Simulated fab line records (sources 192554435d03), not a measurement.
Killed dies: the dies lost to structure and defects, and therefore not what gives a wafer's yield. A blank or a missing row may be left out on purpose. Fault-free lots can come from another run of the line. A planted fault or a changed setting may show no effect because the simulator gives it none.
fab line records    flow n5_finfet    part 1 of 2: steps 1 to 3 of 6
[record] lots = 23  wafers = 69  last_day = 17
route steps=1938 shown HKMG_FIN@387 GATE_CUT@467
lots that met no fault: from a run of the same line without faults
start_h: hours from the record's first day to the start of the lot's first wafer shown    wait_h: hours since the lot's step before    " same as the row above    L1.1+2: a row that stands for several wafers    - either no value or no given start    * or withheld: withheld    < > ~ a bound
route shown NAME@n: a module of which the file shows steps, and the number in the route of the first    usual: average and standard deviation across the fault-free wafers    same: alike in all rows    chamber/n: place in a boat    sites: per-site readings    _std_site: standard deviation of those values    _edge_site: outer sites' mean less inner sites'    radius_mm: for every site, how far away it sits from the centre of the wafer    mask NAME#n: copy n    behind: the tool/chamber that last shaped the wafer    hold: what put the lot on hold/how long, in hours/how the hold closed    device: the transistor (n, p or np) that didn't switch    end of line: the tests these same wafers got at the end of their route    a step given without rows: its recipe and nothing more    killed: dies that structure and defects cost at the first sort, which is not the same as the wafer's yield    map: the dies of a wafer, with x for killed, . for not killed, _ for no die there
set.NAME: the setting as run; set.NAME@STEP: as run at that earlier step    model.NAME: the simulator's own value behind a step, which no gauge read
steps of the route over a sample of lots; a table a step, a row a wafer
services: a tool's chamber out of use, with start hour (start_h, from the record's first day; less than 0 if before it), hours out, and reason
[[steps]]
[step N5_HKMG_FIN_HK_ANNEAL_02]
[recipe] temp_c = 700  time_s = 30  ambient = N2  idle_temp_c = 600  ramp_up_c_per_s = 150  ramp_down_c_per_s = 60  cool_to_c = 600
[usual] lamp_power_pct = 8.80/0.053  wafer_temp_C_max = 702.9/0.68
lot.wafer  tool           chamber  start_h  wait_h  lamp_power_pct  wafer_temp_C_max
L074.2     rtp_anneal-01  0        69.65    0.1     8.85            703.6
L074.4     "              0        "        "       8.70            702.6
L074.5     "              0        "        "       8.83            702.1
L075.1     rtp_anneal-02  0        76.96    0.3     8.75            703.1
L075.4     "              0        "        "       8.78            703.0
L075.6     "              0        "        "       8.84            702.6
L076.2     rtp_anneal-01  0        81.03    0.2     8.88            704.6
L076.5     "              0        "        "       8.75            701.9
L076.6     "              0        "        "       8.81            703.3
L077.1     rtp_anneal-02  0        89.49    0.1     8.82            703.1
L077.4     "              0        "        "       8.87            702.7
L077.6     "              0        "        "       8.80            705.0
L078.1     rtp_anneal-02  0        92.84    0.3     8.78            702.9
L078.3     "              0        "        "       8.80            703.3
L078.6     "              0        "        "       8.84            703.2
L079.1     rtp_anneal-02  0        101.69   0.1     8.81            703.0
L079.2     "              0        "        "       8.69            702.1
L079.3     "              0        "        "       8.86            704.3
L080.3     rtp_anneal-02  0        110.38   0.2     8.77            703.0
L080.4     "              0        "        "       8.78            703.1
L080.5     "              0        "        "       8.71            702.8
L081.1     rtp_anneal-02  0        113.94   0.1     8.85            702.8
L081.5     "              0        "        "       8.80            703.3
L081.6     "              0        "        "       8.71            701.5
L082.1     rtp_anneal-02  0        127.39   0.1     8.91            701.5
L082.5     "              0        "        "       8.69            702.6
L082.6     "              0        "        "       8.78            702.6
L083.2     rtp_anneal-02  0        129.33   0.1     8.76            703.1
L083.3     "              0        "        "       8.86            702.2
L083.4     "              0        "        "       8.81            703.3
L084.1     rtp_anneal-02  0        136.89   0.1     8.81            702.7
L084.2     "              0        "        "       8.80            703.0
L084.3     "              0        "        "       8.74            702.8
L085.1     rtp_anneal-01  0        137.29   0.1     8.86            702.1
L085.3     "              0        "        "       8.85            702.5
L085.4     "              0        "        "       8.79            702.0
L086.1     rtp_anneal-01  0        145.97   0.1     8.81            703.1
L086.3     "              0        "        "       8.79            703.9
L086.5     "              0        "        "       8.77            703.8
L088.1     rtp_anneal-01  0        153.19   0.2     8.88            704.2
L088.2     "              0        "        "       8.79            703.2
L088.5     "              0        "        "       8.77            703.7
L087.3     rtp_anneal-02  0        155.10   0.3     8.83            702.6
L087.4     "              0        "        "       8.81            701.8
L087.5     "              0        "        "       8.88            701.5
L089.1     rtp_anneal-02  0        161.74   0.1     8.79            702.6
L089.4     "              0        "        "       8.88            703.7
L089.6     "              0        "        "       8.81            703.3
L090.1     rtp_anneal-01  0        177.22   0.1     8.83            704.6
L090.2     "              0        "        "       8.86            702.5
L090.3     "              0        "        "       8.79            702.8
L091.1     rtp_anneal-02  0        178.87   0.1     8.77            703.0
L091.3     "              0        "        "       8.84            702.1
L091.6     "              0        "        "       8.70            702.4
L092.1     rtp_anneal-01  0        182.34   0.3     8.76            702.3
L092.4     "              0        "        "       8.87            702.7
L092.6     "              0        "        "       8.72            702.7
L094.1     rtp_anneal-01  0        193.90   0.1     8.82            702.6
L094.2     "              0        "        "       8.81            702.9
L094.5     "              0        "        "       8.72            702.8
L093.3     rtp_anneal-01  0        194.45   0.2     8.81            703.5
L093.4     "              0        "        "       8.76            702.0
L093.5     "              0        "        "       8.81            703.0
L095.1     rtp_anneal-02  0        200.28   0.1     8.97            703.5
L095.2     "              0        "        "       8.83            701.6
L095.5     "              0        "        "       8.75            701.9
L096.1     rtp_anneal-01  0        204.29   0.1     8.77            702.8
L096.2     "              0        "        "       8.80            703.3
L096.6     "              0        "        "       8.69            701.6
[step N5_HKMG_FIN_ETCH_58]
[recipe] chemistry = N2/H2  target = SOC  target_depth_a = 2158  ion_energy_ev = 50  bias_w = 13  time_s = 741  pressure_mtorr = 30  source_w = 875  n2_flow_sccm = 200  h2_flow_sccm = 200
[usual] drypump_motor_current_A = 5.9/0.44  oes_product_au = 0.80/0.085  rf_vpp_V = 99.6/0.81  showerhead_plenum_p_Torr = 2.61/0.082  throttle_valve_pct = 17.7/0.33
lot.wafer  tool         chamber  start_h  wait_h  drypump_motor_current_A  oes_product_au  rf_hours_counter_h  rf_vpp_V  showerhead_plenum_p_Torr  throttle_valve_pct
L074.2     rie_diel-05  1        70.74    0.0     5.9                      0.78            108                 100.4     2.67                      18.1
L074.4     "            3        "        "       5.8                      0.75            180                 100.4     2.61                      17.2
L074.5     "            2        "        "       5.4                      0.89            -                   98.3      2.49                      17.4
L075.1     rie_diel-05  3        78.00    0.0     5.9                      0.73            183                 102.2     2.61                      17.2
L075.4     "            1        "        "       5.8                      0.79            -                   99.1      2.67                      18.1
L075.6     "            2        "        "       5.4                      0.88            -                   100.7     2.49                      17.4
L076.2     rie_diel-06  1        82.03    0.0     6.5                      0.93            14                  100.3     2.70                      17.5
L076.5     "            1        "        "       6.5                      0.93            -                   100.8     2.70                      17.5
L076.6     "            0        "        "       6.3                      0.75            -                   100.0     2.65                      18.1
L077.1     rie_diel-06  3        90.52    0.0     5.0                      0.77            149                 101.0     2.67                      17.9
L077.4     "            0        "        "       6.3                      0.75            169                 100.0     2.65                      18.1
L077.6     "            3        "        "       5.0                      0.76            -                   101.1     2.67                      17.9
L078.1     rie_diel-04  3        94.00    0.0     6.3                      0.88            48                  99.8      2.61                      17.6
L078.3     "            1        "        "       5.8                      0.70            199                 98.1      2.64                      17.7
L078.6     "            1        "        "       5.8                      0.70            -                   100.2     2.64                      17.7
L079.1     rie_diel-05  0        102.84   0.0     6.2                      0.96            4                   99.8      2.68                      17.2
L079.2     "            1        "        "       5.8                      0.78            120                 99.3      2.66                      18.2
L079.3     "            3        "        "       5.8                      0.73            192                 101.2     2.61                      17.2
L080.3     rie_diel-05  0        111.49   0.0     6.2                      0.94            7                   100.2     2.68                      17.2
L080.4     "            2        "        "       5.5                      0.87            57                  98.6      2.48                      17.4
L080.5     "            1        "        "       5.8                      0.78            -                   99.5      2.66                      18.2
L081.1     rie_diel-04  0        114.96   0.0     5.0                      0.91            30                  99.9      2.46                      17.6
L081.5     "            2        "        "       6.3                      0.85            -                   99.1      2.72                      17.9
L081.6     "            1        "        "       5.8                      0.69            -                   99.9      2.64                      17.8
L082.1     rie_diel-04  2        128.41   0.0     6.3                      0.84            71                  98.0      2.71                      17.9
L082.5     "            0        "        "       5.0                      0.89            -                   98.1      2.45                      17.6
L082.6     "            1        "        "       5.8                      0.68            -                   99.5      2.64                      17.8
L083.2     rie_diel-04  1        134.16   0.0     5.8                      0.68            215                 99.7      2.63                      17.8
L083.3     "            2        "        "       6.3                      0.83            73                  100.4     2.71                      17.9
L083.4     "            0        "        "       5.0                      0.89            37                  99.4      2.45                      17.6
L084.1     rie_diel-06  0        138.24   0.0     6.4                      0.74            186                 99.5      2.64                      18.1
L084.2     "            1        "        "       6.5                      0.89            33                  100.7     2.69                      17.5
L084.3     "            2        "        "       5.9                      0.66            247                 98.6      2.47                      17.6
L085.1     rie_diel-05  3        138.47   0.0     5.9                      0.72            204                 100.0     2.60                      17.2
L085.3     "            1        "        "       5.9                      0.77            134                 100.2     2.66                      18.2
L085.4     "            1        "        "       5.8                      0.77            -                   100.4     2.66                      18.2
L086.1     rie_diel-05  0        146.99   0.0     6.2                      0.90            21                  99.9      2.68                      17.2
L086.3     "            3        "        "       5.9                      0.72            208                 100.5     2.60                      17.2
L086.5     "            2        "        "       5.5                      0.86            -                   98.0      2.48                      17.5
L088.1     rie_diel-06  1        154.23   0.0     6.5                      0.88            40                  101.1     2.68                      17.5
L088.2     "            0        "        "       6.3                      0.72            193                 99.3      2.64                      18.1
L088.5     "            1        "        "       6.5                      0.87            -                   100.2     2.68                      17.5
L087.3     rie_diel-05  0        156.53   0.0     6.2                      0.89            24                  99.7      2.67                      17.2
L087.4     "            3        "        "       5.8                      0.72            211                 99.6      2.60                      17.2
L087.5     "            0        "        "       6.2                      0.88            -                   99.9      2.67                      17.2
L089.1     rie_diel-05  0        162.91   0.0     6.2                      0.88            27                  99.9      2.67                      17.2
L089.4     "            1        "        "       5.9                      0.76            144                 100.2     2.65                      18.2
L089.6     "            1        "        "       5.8                      0.75            -                   99.4      2.65                      18.2
L090.1     rie_diel-04  1        178.53   0.0     5.8                      0.67            228                 100.6     2.63                      17.8
L090.2     "            3        "        "       6.3                      0.84            75                  98.6      2.60                      17.7
L090.3     "            0        "        "       5.0                      0.88            50                  100.4     2.45                      17.6
L091.1     rie_diel-06  2        180.19   0.0     5.9                      0.98            1                   99.8      2.47                      17.2
L091.3     "            3        "        "       5.1                      0.75            175                 98.9      2.66                      17.9
L091.6     "            2        "        "       5.9                      0.98            -                   99.7      2.47                      17.1
L092.1     rie_diel-05  2        183.49   0.0     5.4                      0.85            76                  98.3      2.48                      17.5
L092.4     "            0        "        "       6.2                      0.88            33                  99.5      2.67                      17.2
L092.6     "            1        "        "       5.8                      0.76            -                   100.4     2.65                      18.2
L094.1     rie_diel-04  2        194.92   0.0     6.3                      0.81            93                  99.9      2.70                      17.9
L094.2     "            1        "        "       5.8                      0.67            234                 100.3     2.63                      17.8
L094.5     "            2        "        "       6.3                      0.81            -                   99.2      2.70                      17.9
L093.3     rie_diel-06  3        195.58   0.0     5.0                      0.74            179                 100.3     2.65                      17.9
L093.4     "            1        "        "       6.5                      0.86            53                  100.9     2.68                      17.6
L093.5     "            2        "        "       5.9                      0.96            -                   97.7      2.47                      17.2
L095.1     rie_diel-04  3        201.43   0.0     6.3                      0.82            85                  99.6      2.59                      17.7
L095.2     "            2        "        "       6.3                      0.82            97                  99.9      2.70                      17.9
L095.5     "            2        "        "       6.3                      0.81            -                   97.8      2.70                      17.9
L096.1     rie_diel-04  1        206.30   0.0     5.8                      0.67            240                 100.6     2.62                      17.8
L096.2     "            3        "        "       6.3                      0.83            87                  99.5      2.59                      17.7
L096.6     "            1        "        "       5.8                      0.66            -                   99.2      2.62                      17.8
[step N5_HKMG_FIN_ETCH_31]
[recipe] chemistry = CF4  target = SiARC  target_depth_a = 455  mask_material = CAR-ArF  time_s = 75.8  ion_energy_ev = 80  pressure_mtorr = 40  source_w = 545  bias_w = 36  Ar_flow_sccm = 100  cf4_flow_sccm = 100  ends = cleared
[usual] drypump_motor_current_A = 5.9/0.47  etch_rf_on_time_s = 75.3/1.9  oes_product_au = 0.68/0.071  rf_vpp_V = 184.8/1.1  showerhead_plenum_p_Torr = 2.20/0.055  throttle_valve_pct = 15.53/0.24
lot.wafer  tool         chamber  start_h  wait_h  drypump_motor_current_A  etch_rf_on_time_s  oes_product_au  rf_hours_counter_h  rf_vpp_V  showerhead_plenum_p_Torr  throttle_valve_pct
L074.2     rie_diel-05  3        73.99    0.0     5.8                      76.3               0.63            181                 184.2     2.21                      15.28
L074.4     "            2        "        "       5.4                      74.1               0.76            -                   183.9     2.11                      15.36
L074.5     "            3        "        "       5.8                      76.7               0.64            -                   185.1     2.21                      15.28
L075.1     rie_diel-06  2        81.19    0.0     5.9                      76.1               0.58            228                 184.1     2.14                      15.77
L075.4     "            0        "        "       6.3                      77.1               0.63            166                 185.3     2.21                      15.75
L075.6     "            3        "        "       5.0                      76.9               0.66            -                   186.1     2.21                      15.39
L076.2     rie_diel-06  2        85.14    0.0     5.9                      76.4               0.58            229                 183.0     2.14                      15.79
L076.5     "            3        "        "       5.0                      76.5               0.65            -                   185.5     2.21                      15.40
L076.6     "            2        "        "       5.9                      76.7               0.58            -                   183.5     2.14                      15.77
L077.1     rie_diel-05  3        93.96    0.0     5.8                      76.5               0.62            189                 184.9     2.20                      15.31
L077.4     "            2        "        "       5.4                      73.3               0.75            50                  183.4     2.11                      15.37
L077.6     "            0        "        "       6.2                      76.2               0.84            -                   186.4     2.27                      15.17
L078.1     rie_diel-06  0        97.46    0.0     6.4                      77.5               0.63            172                 184.4     2.21                      15.76
L078.3     "            3        "        "       5.0                      76.4               0.65            152                 186.4     2.21                      15.41
L078.6     "            0        "        "       6.3                      77.5               0.63            -                   185.0     2.21                      15.76
L079.1     rie_diel-04  2        105.83   0.0     6.3                      74.1               0.72            64                  184.6     2.25                      15.55
L079.2     "            0        "        "       4.9                      75.2               0.78            26                  183.4     2.09                      15.65
L079.3     "            1        "        "       5.8                      78.1               0.59            204                 185.7     2.22                      15.52
L080.3     rie_diel-05  3        114.69   0.0     5.8                      76.3               0.63            196                 184.2     2.20                      15.32
L080.4     "            1        "        "       5.8                      74.8               0.66            126                 185.6     2.23                      15.96
L080.5     "            0        "        "       6.2                      76.6               0.79            -                   185.7     2.27                      15.17
L081.1     rie_diel-05  0        118.07   0.0     6.2                      74.7               0.81            9                   186.2     2.27                      15.18
L081.5     "            0        "        "       6.2                      74.7               0.80            -                   186.8     2.27                      15.19
L081.6     "            3        "        "       5.8                      75.7               0.62            -                   185.9     2.20                      15.30
L082.1     rie_diel-06  1        131.69   0.0     6.5                      70.6               0.77            31                  183.1     2.27                      15.40
L082.5     "            0        "        "       6.3                      77.3               0.63            -                   184.4     2.21                      15.78
L082.6     "            1        "        "       6.5                      71.3               0.76            -                   185.4     2.27                      15.42
L083.2     rie_diel-06  1        137.38   0.0     6.5                      70.8               0.76            33                  185.5     2.27                      15.42
L083.3     "            0        "        "       6.4                      76.4               0.63            186                 185.9     2.21                      15.78
L083.4     "            2        "        "       5.9                      76.3               0.58            246                 184.7     2.13                      15.82
L084.1     rie_diel-04  1        141.34   0.0     5.8                      77.8               0.59            216                 184.6     2.21                      15.56
L084.2     "            3        "        "       6.3                      73.3               0.73            63                  184.6     2.17                      15.26
L084.3     "            2        "        "       6.3                      72.9               0.72            75                  184.6     2.25                      15.58
L085.1     rie_diel-05  0        141.76   0.0     6.2                      75.6               0.77            18                  186.1     2.26                      15.20
L085.3     "            3        "        "       5.8                      75.9               0.61            206                 183.3     2.20                      15.33
L085.4     "            1        "        "       5.8                      74.1               0.65            -                   184.1     2.23                      15.96
L086.1     rie_diel-05  0        150.62   0.0     6.2                      75.4               0.77            22                  187.1     2.26                      15.21
L086.3     "            2        "        "       5.4                      73.0               0.74            66                  183.4     2.11                      15.41
L086.5     "            3        "        "       5.8                      76.5               0.61            -                   186.4     2.20                      15.32
L088.1     rie_diel-04  1        157.63   0.0     5.8                      79.0               0.58            221                 186.2     2.21                      15.57
L088.2     "            3        "        "       6.3                      74.4               0.72            68                  183.8     2.16                      15.28
L088.5     "            1        "        "       5.8                      78.8               0.58            -                   185.5     2.21                      15.56
L087.3     rie_diel-06  1        159.69   0.0     6.5                      70.9               0.75            -                   184.4     2.26                      15.44
L087.4     "            0        "        "       6.3                      78.6               0.62            -                   184.1     2.20                      15.81
L087.5     "            1        "        "       6.5                      71.6               0.74            -                   185.2     2.26                      15.44
L089.1     rie_diel-05  2        171.27   0.0     5.4                      74.5               0.72            72                  182.8     2.10                      15.41
L089.4     "            3        "        "       5.9                      77.0               0.61            215                 184.6     2.20                      15.35
L089.6     "            0        "        "       6.2                      76.5               0.75            -                   184.9     2.26                      15.21
L090.1     rie_diel-05  2        181.51   0.0     5.5                      72.8               0.72            75                  182.1     2.10                      15.42
L090.2     "            0        "        "       6.2                      75.2               0.75            32                  184.9     2.26                      15.23
L090.3     "            1        "        "       5.8                      74.6               0.65            148                 184.3     2.23                      16.00
L091.1     rie_diel-06  1        183.39   0.0     6.5                      71.3               0.74            50                  186.2     2.26                      15.45
L091.3     "            0        "        "       6.3                      78.3               0.61            203                 185.2     2.20                      15.83
L091.6     "            3        "        "       5.0                      76.0               0.62            -                   184.9     2.20                      15.47
L092.1     rie_diel-04  3        186.65   0.0     6.3                      74.9               0.71            79                  184.3     2.16                      15.31
L092.4     "            0        "        "       5.0                      74.6               0.75            53                  184.0     2.09                      15.71
L092.6     "            0        "        "       5.0                      74.4               0.75            -                   184.0     2.08                      15.72
L094.1     rie_diel-04  3        198.02   0.0     6.3                      74.3               0.71            83                  183.1     2.16                      15.27
L094.2     "            2        "        "       6.3                      74.2               0.68            94                  185.3     2.24                      15.62
L094.5     "            3        "        "       6.3                      74.9               0.70            -                   182.8     2.16                      15.31
L093.3     rie_diel-04  2        198.62   0.0     6.2                      73.9               0.69            95                  186.3     2.24                      15.61
L093.4     "            3        "        "       6.3                      73.2               0.71            83                  184.6     2.16                      15.29
L093.5     "            1        "        "       5.8                      78.3               0.57            -                   183.3     2.21                      15.59
L095.1     rie_diel-04  1        204.57   0.0     5.8                      80.0               0.57            238                 185.2     2.21                      15.60
L095.2     "            2        "        "       6.3                      74.7               0.69            97                  186.2     2.24                      15.62
L095.5     "            1        "        "       5.8                      79.4               0.57            -                   184.0     2.21                      15.59
L096.1     rie_diel-04  0        209.40   0.0     4.9                      74.2               0.75            58                  184.4     2.08                      15.73
L096.2     "            3        "        "       6.3                      73.8               0.70            89                  184.6     2.16                      15.32
L096.6     "            1        "        "       5.8                      79.0               0.57            -                   184.5     2.21                      15.60
